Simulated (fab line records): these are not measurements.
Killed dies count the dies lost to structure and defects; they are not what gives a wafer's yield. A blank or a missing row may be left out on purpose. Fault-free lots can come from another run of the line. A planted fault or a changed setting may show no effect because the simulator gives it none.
Chamber matching || flow nand_harc || 4 sister chambers for NHARC_A_CHANNEL_FILL_D1_ALD_02 on ald_hk-01
The step deposits SiO2, target thk 6 nm, pulse time 10 s, ald cycles 60. 8 wafers are shown with their chamber, then 9 later ones without.

## WAFERS WITH THEIR CHAMBER
{"wafer": "L078.5", "chamber": 0, "heater_power_w (W)": 513, "precursor_pulse_height_rel": 1.019}
{"wafer": "L078.6", "chamber": 1, "heater_power_w (W)": 479, "precursor_pulse_height_rel": 0.999}
{"wafer": "L080.2", "chamber": 1, "heater_power_w (W)": 483, "precursor_pulse_height_rel": 0.983}
{"wafer": "L080.4", "chamber": 3, "heater_power_w (W)": 431, "precursor_pulse_height_rel": 1.010}
{"wafer": "L080.5", "chamber": 2, "heater_power_w (W)": 546, "precursor_pulse_height_rel": 1.013}
{"wafer": "L087.1", "chamber": 0, "heater_power_w (W)": 488, "precursor_pulse_height_rel": 0.966}
{"wafer": "L087.3", "chamber": 2, "heater_power_w (W)": 556, "precursor_pulse_height_rel": 0.989}
{"wafer": "L087.5", "chamber": 3, "heater_power_w (W)": 428, "precursor_pulse_height_rel": 0.990}

## WAFERS WHOSE CHAMBER IS MISSING
{"wafer": "L085.1", "heater_power_w (W)": 429, "precursor_pulse_height_rel": 1.041}
{"wafer": "L085.3", "heater_power_w (W)": 490, "precursor_pulse_height_rel": 0.998}
{"wafer": "L085.6", "heater_power_w (W)": 428, "precursor_pulse_height_rel": 1.008}
{"wafer": "L089.2", "heater_power_w (W)": 479, "precursor_pulse_height_rel": 0.989}
{"wafer": "L089.4", "heater_power_w (W)": 561, "precursor_pulse_height_rel": 1.008}
{"wafer": "L089.5", "heater_power_w (W)": 561, "precursor_pulse_height_rel": 0.992}
{"wafer": "L097.1", "heater_power_w (W)": 495, "precursor_pulse_height_rel": 0.975}
{"wafer": "L097.2", "heater_power_w (W)": 432, "precursor_pulse_height_rel": 1.017}
{"wafer": "L097.5", "heater_power_w (W)": 416, "precursor_pulse_height_rel": 0.993}

## WHICH CHAMBER EACH ONE RAN IN
{"wafer": "L085.1", "from the rows above": 3, "in truth": 3}
{"wafer": "L085.3", "from the rows above": "can't be placed: 1 or 0", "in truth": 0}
{"wafer": "L085.6", "from the rows above": 3, "in truth": 3}
{"wafer": "L089.2", "from the rows above": 1, "in truth": 1}
{"wafer": "L089.4", "from the rows above": 2, "in truth": 2}
{"wafer": "L089.5", "from the rows above": 2, "in truth": 2}
{"wafer": "L097.1", "from the rows above": "can't be placed: 0 or 1", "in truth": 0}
{"wafer": "L097.2", "from the rows above": 3, "in truth": 3}
{"wafer": "L097.5", "from the rows above": 3, "in truth": 3}
Correct placement for 7 of the 9. Can't be placed from these rows: 2 (the true chamber is among the candidates in 2). 0 placed wrongly.
How it was worked out, from the rows above alone: a wafer's distance from a chamber is the root of the sum, over the readings, of the square of ((its reading less the chamber's mean) divided by the reading's scatter). If the next closest chamber is less than 2 further off than the closest, the wafer can't be placed; otherwise it belongs to the closest. Each chamber's mean is taken over the wafers shown for it. The scatter: take each reading less its chamber's mean, square it, sum over the shown wafers, divide by the number of wafers less the number of chambers, and take the root.
